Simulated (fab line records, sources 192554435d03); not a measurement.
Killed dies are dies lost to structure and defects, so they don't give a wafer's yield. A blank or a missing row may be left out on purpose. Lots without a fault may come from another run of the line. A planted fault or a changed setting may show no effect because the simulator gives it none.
fab line records | flow n5_finfet
record lots=4 wafers=12 last_day=14
route steps=1938 shown GATE_CUT@511 MOL_CONTACT_COAG@517 BEOL_M4@1111
lots that met no fault: from a run of the same line without faults
start_h: hours from the record's first day to the start of the lot's first wafer shown | wait_h: hours since the lot's step before | " the same as in the row above | L1.1+2: a row that stands for several wafers | - no value, or no start given | * or withheld: withheld | < > ~ a bound
route shown NAME@n: a module of which the file shows steps, and the number in the route of the first | usual: mean/standard deviation of fault-free wafers | same: alike in all rows | chamber/n: place in a boat | sites: the reading at each site | _std_site: their standard deviation | _edge_site: outer sites' mean less inner sites' | radius_mm: how far each site lies from the wafer's centre | mask NAME#n: copy n | behind: the tool/chamber that last shaped the wafer | hold: why the lot was held/for how many hours/how that ended | device: the transistor (n, p or np) that didn't switch | end of line: the same wafers' tests at the end of the route | a step without rows: its recipe alone | killed: dies lost to structure and defects at the first sort, not the wafer's yield | map: a wafer's dies, x killed, . not, _ none there
set.NAME: the setting as run; set.NAME@STEP: as run at that earlier step | model.NAME: the simulator's own value behind a step, which no gauge read
lots at some steps of the route; a table a step, a row a wafer
services: from which hour (start_h, from the record's first day; less than 0 if before it) a tool's chamber was out of use, for how many hours, and why
## steps
# step N5_GATE_CUT_CMP_23
# recipe stop_on=SiO2 t_overpolish_s=23.4 post_cmp_clean=alkaline_brush down_force_psi=2.5 platen_rpm=51.8 pad_velocity_m_s=1.0307 target_thk_nm=16
# step N5_GATE_CUT_CMP_43
# recipe material=SiO2 post_cmp_clean=rinse_only
# step N5_GATE_CUT_CMP_61
# recipe stop_on=SiNx t_overpolish_s=3 post_cmp_clean=alkaline_brush down_force_psi=4 platen_rpm=27.09 pad_velocity_m_s=0.539
# step N5_MOL_CONTACT_COAG_COAT_103
# recipe resist=SOC temp_c=250 time_s=60 spin_rpm=1500 resist_thk_nm=80
# step N5_MOL_CONTACT_COAG_COAT_104
# recipe resist=SiARC temp_c=220 time_s=60 spin_rpm=1500 resist_thk_nm=12
# step N5_MOL_CONTACT_COAG_COAT_58
# recipe resist=underlayer temp_c=205 time_s=60 spin_rpm=1500 resist_thk_nm=10
# step N5_MOL_CONTACT_COAG_COAT_02
# recipe resist=CAR-EUV spin_rpm=1500 resist_thk_nm=30
# step N5_MOL_CONTACT_COAG_EBR_04
# recipe solvent=PGMEA ebr_width_mm=1.5
# step N5_MOL_CONTACT_COAG_SOFTBAKE_03
# recipe temp_c=110 time_s=60 resist=CAR-EUV
# step N5_MOL_CONTACT_COAG_EXPOSE_05
# recipe mask_id=CA na=0.33 source_shape=annular sigma_inner=0.4 sigma_outer=0.8 polarization=unpolarized defocus_nm=0 dose_mj=38.25
# usual exposure_dose_mJ_cm2=38.19/0.045
# columns lot.wafer tool chamber start_h wait_h mask exposure_dose_mJ_cm2
L233.2 euv_scanner-01 0 97.28 - CA#0 38.21
L233.4 " 0 " " CA#0 38.22
L233.6 " 0 " " CA#0 38.25
L242.1 euv_scanner-02 0 150.24 - CA#0 38.28
L242.3 " 0 " " CA#0 38.17
L242.4 " 0 " " CA#0 38.17
L243.2 euv_scanner-01 0 157.06 - CA#0 36.55
L243.3 " 0 " " CA#0 36.56
L243.6 " 0 " " CA#0 36.60
L244.1 euv_scanner-01 0 160.86 - CA#0 36.95
L244.3 " 0 " " CA#0 37.01
L244.5 " 0 " " CA#0 36.99
# step N5_MOL_CONTACT_COAG_PEB_06
# recipe peb_temp_c=100 peb_time_s=60 resist=CAR-EUV
# step N5_MOL_CONTACT_COAG_DEVELOP_07
# recipe develop_time_s=30 developer=TMAH resist=CAR-EUV rinse_liquid=surfactant_rinse dry=air_spin dev_temp_c=23
# step N5_MOL_CONTACT_COAG_CD_MEAS_08
# recipe target_cd_nm=28 landing_energy_ev=500 detector=se_inlens polarity=opening
# usual cd_nm=28.01/0.23
# columns lot.wafer tool chamber start_h wait_h cd_nm
L233.2 cd_sem-03 0 97.41 - 27.92
L233.4 " 0 " " 27.96
L233.6 " 0 " " 28.29
L242.1 cd_sem-01 0 150.37 - 28.00
L242.3 " 0 " " 27.81
L242.4 " 0 " " 27.72
L243.2 cd_sem-02 0 157.18 - 26.71
L243.3 " 0 " " 27.03
L243.6 " 0 " " 27.17
L244.1 cd_sem-03 0 160.99 - 27.35
L244.3 " 0 " " 27.26
L244.5 " 0 " " 27.13
# step N5_MOL_CONTACT_COAG_DESCUM_13
# recipe chemistry=O2 time_s=7 source_power_w=50 bias_power_w=20 pressure_mtorr=20 rf_frequency_hz=2.712e+07 temp_c=40 resist=CAR-EUV o2_flow_sccm=225
# step N5_MOL_CONTACT_COAG_ETCH_59
# recipe chemistry=N2/H2 target=underlayer target_depth_a=130 mask_material=CAR-EUV time_s=10.4 ion_energy_ev=200 pressure_mtorr=30 source_w=840 bias_w=150 n2_flow_sccm=200 h2_flow_sccm=200 ends=cleared
# usual drypump_motor_current_A=5.5/0.49 etch_rf_on_time_s=10.39/0.25 oes_product_au=0.68/0.063 rf_fwd_power_W=819.5/2.4 rf_vpp_V=524.4/2.7 showerhead_plenum_p_Torr=2.56/0.092 throttle_valve_pct=17.90/0.23
# columns lot.wafer tool chamber start_h wait_h drypump_motor_current_A etch_rf_on_time_s oes_product_au rf_fwd_power_W rf_hours_counter_h rf_vpp_V showerhead_plenum_p_Torr throttle_valve_pct model.MOL_CONTACT_COAG.cd_offset_nm
L233.2 rie_diel-01 2 98.44 0.0 5.1 10.80 0.68 817.0 83 527.8 2.68 18.14 0.2
L233.4 " 1 " " 5.7 10.57 0.59 820.5 236 522.1 2.50 18.10 -0.2
L233.6 " 3 " " 6.5 10.13 0.77 820.3 - 527.4 2.71 17.49 0
L242.1 rie_diel-01 3 150.53 0.0 6.5 10.10 0.75 819.7 39 527.7 2.70 17.53 -0.2
L242.3 " 0 " " 5.6 10.30 0.63 817.1 201 522.7 2.51 17.99 0.2
L242.4 " 3 " " 6.6 10.17 0.75 819.6 - 528.7 2.70 17.51 0
L243.2 rie_diel-01 3 157.34 0.0 6.5 10.11 0.75 819.5 42 528.3 2.70 17.53 -1.4
L243.3 " 2 " " 5.1 10.84 0.66 820.3 102 528.0 2.68 18.16 -1
L243.6 " 0 " " 5.6 10.40 0.62 820.5 - 523.6 2.51 17.99 -0.8
L244.1 rie_diel-01 3 161.15 0.0 6.5 10.01 0.75 822.5 43 527.8 2.70 17.51 -1
L244.3 " 1 " " 5.8 10.24 0.85 823.5 0 521.9 2.50 17.67 -0.8
L244.5 " 2 " " 5.1 10.84 0.66 818.2 - 529.1 2.68 18.17 -0.6
# step N5_MOL_CONTACT_COAG_ETCH_105
# recipe chemistry=CF4 target=SiARC target_depth_a=156 mask_material=CAR-EUV time_s=26 ion_energy_ev=80 pressure_mtorr=40 source_w=545 bias_w=36 Ar_flow_sccm=100 cf4_flow_sccm=100 ends=cleared
# step N5_MOL_CONTACT_COAG_ETCH_106
# recipe chemistry=N2/H2 target=SOC target_depth_a=800 overetch_a=160 mask_material=SiARC temp_c=40 time_s=120 ion_energy_ev=200 pressure_mtorr=30 source_w=840 bias_w=150 n2_flow_sccm=200 h2_flow_sccm=200
# step N5_MOL_CONTACT_COAG_STRIP_107
# recipe chemistry=N2/H2 temp_c=40 n2_flow_sccm=200 h2_flow_sccm=200 rf_frequency_hz=6e+07
# step N5_MOL_CONTACT_COAG_STRIP_108
# recipe chemistry=N2/H2 temp_c=40 n2_flow_sccm=200 h2_flow_sccm=200 rf_frequency_hz=6e+07
# step N5_MOL_CONTACT_COAG_CONTACT_ETCH_14
# recipe chemistry=C4F6/O2 target=SiO2 target_depth_a=275 overetch_a=85 mask_material=SOC pressure_mtorr=30 source_w=370 bias_w=185 Ar_flow_sccm=300 C4F6_flow_sccm=16 O2_flow_sccm=10 time_s=20 ion_energy_ev=259.6
# step N5_MOL_CONTACT_COAG_STRIP_109
# recipe chemistry=C4F6/O2 resist=SiARC rf_frequency_hz=6e+07
# step N5_MOL_CONTACT_COAG_ETCH_15
# recipe chemistry=CH3F/O2 target=SiNx target_depth_a=70 mask_material=SOC stop_on=Si:P over_etch_frac=0.75 ion_energy_ev=120 pressure_mtorr=30 source_w=395 bias_w=73 Ar_flow_sccm=150 CH3F_flow_sccm=30 O2_flow_sccm=20
# step N5_MOL_CONTACT_COAG_ETCH_110
# recipe chemistry=CF4/O2 target=Si target_depth_a=25 time_s=8 pressure_mtorr=100 source_w=200 bias_w=12 ion_energy_ev=60 Ar_flow_sccm=100 cf4_flow_sccm=100 O2_flow_sccm=10
# usual drypump_motor_current_A=5.5/0.49 oes_product_au=0.80/0.074 rf_fwd_power_W=198.1/0.88 rf_vpp_V=127.9/2 showerhead_plenum_p_Torr=2.24/0.077 throttle_valve_pct=10.75/0.28
# columns lot.wafer tool chamber start_h wait_h drypump_motor_current_A oes_product_au rf_fwd_power_W rf_hours_counter_h rf_vpp_V showerhead_plenum_p_Torr throttle_valve_pct model.MOL_CONTACT_COAG.cd_offset_nm
L233.2 rie_diel-01 2 98.68 0.0 5.2 0.78 198.3 83 126.0 2.34 10.90 0.4
L233.4 " 1 " " 5.7 0.67 198.6 236 124.8 2.20 11.06 0
L233.6 " 3 " " 6.5 0.91 196.6 - 130.1 2.36 10.32 0.4
L242.1 rie_diel-01 3 150.77 0.0 6.5 0.89 198.3 39 130.5 2.35 10.37 0.2
L242.3 " 0 " " 5.6 0.74 199.1 201 127.8 2.20 11.02 0.2
L242.4 " 3 " " 6.5 0.88 197.8 - 129.6 2.35 10.36 0.2
L243.2 rie_diel-01 3 157.58 0.0 6.5 0.88 198.1 42 128.3 2.35 10.37 -1.6
L243.3 " 2 " " 5.1 0.78 197.1 102 126.4 2.33 10.93 -1.2
L243.6 " 0 " " 5.6 0.73 198.5 - 126.5 2.20 11.04 -1
L244.1 rie_diel-01 3 161.39 0.0 6.5 0.88 197.5 43 129.4 2.35 10.37 -0.8
L244.3 " 1 " " 5.7 0.99 199.4 0 125.6 2.19 10.37 -1
L244.5 " 2 " " 5.1 0.77 197.9 - 125.3 2.33 10.95 -0.4
# step N5_MOL_CONTACT_COAG_STRIP_98
# recipe chemistry=N2/H2 power_w=500 temp_c=40 pressure_mtorr=50 rf_frequency_hz=6e+07 overash_fraction=0.3 bias_power_w=8 h2_frac=0.5 n2_flow_sccm=300 h2_flow_sccm=300
# step N5_MOL_CONTACT_COAG_CD_MEAS_99
# recipe target_cd_nm=17.2 polarity=opening
# usual cd_nm=17.2/0.34
# columns lot.wafer tool chamber start_h wait_h cd_nm
L233.2 cd_sem-01 - 98.80 - 17.5
L233.4 " - " " 17.1
L233.6 " - " " 17.6
L242.1 cd_sem-02 - 150.89 - 17.1
L242.3 " - " " 17.5
L242.4 " - " " 17.9
L243.2 cd_sem-01 - 157.70 - 15.7
L243.3 " - " " 15.9
L243.6 " - " " 16.1
L244.1 cd_sem-02 - 161.51 - 16.4
L244.3 " - " " 16.6
L244.5 " - " " 16.6
# step N5_MOL_CONTACT_COAG_IMPLANT_129
# recipe species=Ge energy_kev=3 dose_cm2=6e+14 tilt_deg=0 rotation_deg=0
# step N5_MOL_CONTACT_COAG_PRECLEAN_111
# recipe chemistry=NF3:NH3 afs_cycles=1 temp_c=30 time_s=20 sublimation_temp_c=180 sublimation_time_s=60 pressure_torr=3 rf_power_w=30
# step N5_MOL_CONTACT_COAG_TI_SIL_19
# recipe material=Ti target_thk_a=42 temp_c=200 chamber_pressure_pa=5 power_w=5000 time_s=15
# step N5_MOL_CONTACT_COAG_ALD_20
# recipe material=TiN target_thk_a=15 temp_c=400 ald_precursor_family=TiCl4 ald_co_reactant=NH3 pulse_time_s=1 purge_time_s=3 co_reactant_purge_time_s=2 co_reactant_pulse_time_s=2 ald_cycles=68 pressure_torr=3
# step N5_MOL_CONTACT_COAG_SIL_ANNEAL_21
# recipe temp_c=550 time_s=60 ambient=N2
# step N5_MOL_CONTACT_COAG_PRE_CLEAN_141
# recipe gas=H2/He time_s=60 temp_c=300
# step N5_MOL_CONTACT_COAG_SPUTTER_143
# recipe material=Co target_thk_a=25 temp_c=25 chamber_pressure_pa=0.2
# step N5_MOL_CONTACT_COAG_CO_FILL_22
# recipe material=Co target_thk_a=200 temp_c=200 precursor=CCTBA/H2 pressure_torr=30
# step N5_MOL_CONTACT_COAG_ANNEAL_113
# recipe temp_c=400 time_s=300 ambient=H2/N2
# step N5_MOL_CONTACT_COAG_PRE_CLEAN_142
# recipe gas=H2/He time_s=60 temp_c=300
# step N5_MOL_CONTACT_COAG_SPUTTER_130
# recipe material=Co target_thk_a=475 temp_c=25 chamber_pressure_pa=0.5 power_w=3000
# step N5_MOL_CONTACT_COAG_PRECLEAN_125
# recipe chemistry=DIW time_s=57.5 temp_c=23
# step N5_BEOL_M4_RC_MEAS_101
# usual DIBL_N=36.3/1.7 DIBL_P=36.5/1.8 IOFF_N=0.16/0.033 IOFF_P=0.21/0.037 ION_N=675/11 ION_P=462/7.9 RC_DENSE_N=19.0/0.47 RC_DENSE_P=23.8/0.64 RC_N=15.5/0.38 RC_P=19.4/0.5 SS_N=71.6/0.64 SS_P=73.3/0.68 VT_N=249/3.3 VT_P=-250/3.3
# columns lot.wafer tool chamber start_h wait_h DIBL_N[mV/V] DIBL_P[mV/V] IOFF_N[nA/um] IOFF_P[nA/um] ION_N[uA/um] ION_P[uA/um] RC_DENSE_N[ohm.um] RC_DENSE_P[ohm.um] RC_N[ohm.um] RC_P[ohm.um] SS_N[mV/dec] SS_P[mV/dec] VT_N[mV] VT_P[mV]
L233.2 prober-02 0 179.71 0.2 36.0 36.0 0.17 0.24 697 478 18.8 23.5 15.4 19.3 71.6 73.3 248 -249
L233.4 " 0 " " 35.7 36.2 0.16 0.24 670 467 19.4 24.0 15.9 19.8 71.5 73.4 251 -248
L233.6 " 0 " " 34.0 33.7 0.13 0.19 667 461 18.9 23.5 15.5 19.3 72.1 72.2 249 -250
L242.1 prober-01 0 223.19 0.0 35.6 36.8 0.16 0.23 691 475 18.8 23.4 15.4 19.1 71.3 74.3 248 -250
L242.3 " 0 " " 35.2 35.9 0.15 0.22 679 466 18.7 23.3 15.2 19.0 71.8 73.9 252 -250
L242.4 " 0 " " 35.1 37.3 0.16 0.24 684 468 18.8 23.4 15.3 19.1 72.2 73.7 250 -249
L243.2 prober-01 0 225.41 0.2 34.4 32.5 0.13 0.16 657 449 21.9 27.5 17.7 22.1 71.4 72.5 252 -255
L243.3 " 0 " " 36.8 36.6 0.17 0.21 672 454 21.1 26.5 17.2 21.7 71.7 73.4 250 -252
L243.6 " 0 " " 36.9 36.5 0.18 0.21 669 457 20.2 25.2 16.5 20.6 71.9 73.2 247 -252
L244.1 prober-02 0 231.02 0.0 36.1 36.2 0.17 0.22 674 462 21.1 26.4 17.0 21.3 72.2 73.2 249 -250
L244.3 " 0 " " 39.4 40.8 0.24 0.31 685 469 20.4 25.8 16.5 20.8 71.8 74.3 243 -246
L244.5 " 0 " " 37.9 38.3 0.20 0.25 679 462 19.6 24.7 16.1 20.2 72.3 74.7 245 -250
## services
# columns tool chamber start_h hours kind
euv_scanner-01 0 87.47 - calibration
euv_scanner-01 - 93.55 0.3 repair
euv_scanner-02 - 99.97 1.0 pm
euv_scanner-01 - 112.98 1.0 pm
euv_scanner-01 - 140.87 2.1 repair
rie_diel-01 1 146.78 - clean
rie_diel-01 1 146.78 - consumable_replace:focus_ring
rie_diel-01 1 146.78 13.0 scheduled_down
rie_diel-01 1 146.78 13.0 vent_cycle
euv_scanner-02 - 156.12 1.0 pm
## key
first_sign step=N5_MOL_CONTACT_COAG_EXPOSE_05 reading=exposure_dose_mJ_cm2 direction=down sigmas=32 usual=38.19 struck=36.78
effect step=N5_MOL_CONTACT_COAG_CD_MEAS_08 reading=cd_nm direction=down sigmas=3.9 usual=28.01 struck=27.11 through=control_loop
effect step=N5_MOL_CONTACT_COAG_CD_MEAS_99 reading=cd_nm direction=down sigmas=2.9 usual=17.2 struck=16.2 through=control_loop
effect step=N5_BEOL_M4_RC_MEAS_101 reading=RC_DENSE_N direction=up sigmas=3.7 usual=19.0 struck=20.7
effect step=N5_BEOL_M4_RC_MEAS_101 reading=RC_N direction=up sigmas=3.5 usual=15.5 struck=16.8
effect step=N5_BEOL_M4_RC_MEAS_101 reading=RC_DENSE_P direction=up sigmas=3.5 usual=23.8 struck=26.0
effect step=N5_BEOL_M4_RC_MEAS_101 reading=RC_P direction=up sigmas=3.5 usual=19.4 struck=21.1
model_effect step=N5_MOL_CONTACT_COAG_ETCH_59 value=MOL_CONTACT_COAG.cd_offset_nm without=-0.1 struck=-0.9333
model_effect step=N5_MOL_CONTACT_COAG_ETCH_110 value=MOL_CONTACT_COAG.cd_offset_nm without=-0.1667 struck=-1
met_at N5_MOL_CONTACT_COAG_EXPOSE_05
struck_wafers L243.2,L243.3,L243.6,L244.1,L244.3,L244.5
loop_trim step=N5_MOL_CONTACT_COAG_EXPOSE_05 setting=dose lots=L244
onset_between 97.28 157.06
fault kind=process_parameter_drift tool=euv_scanner-01 chamber=- onset_h=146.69 steps=N5_MOL_CONTACT_COAG_EXPOSE_05 channel=dose_mj offset=-1.5695 shape=step acts_in=these_recipes_only stated=38.25
# loop_trim: a control loop set the setting to another value than it would have without faults
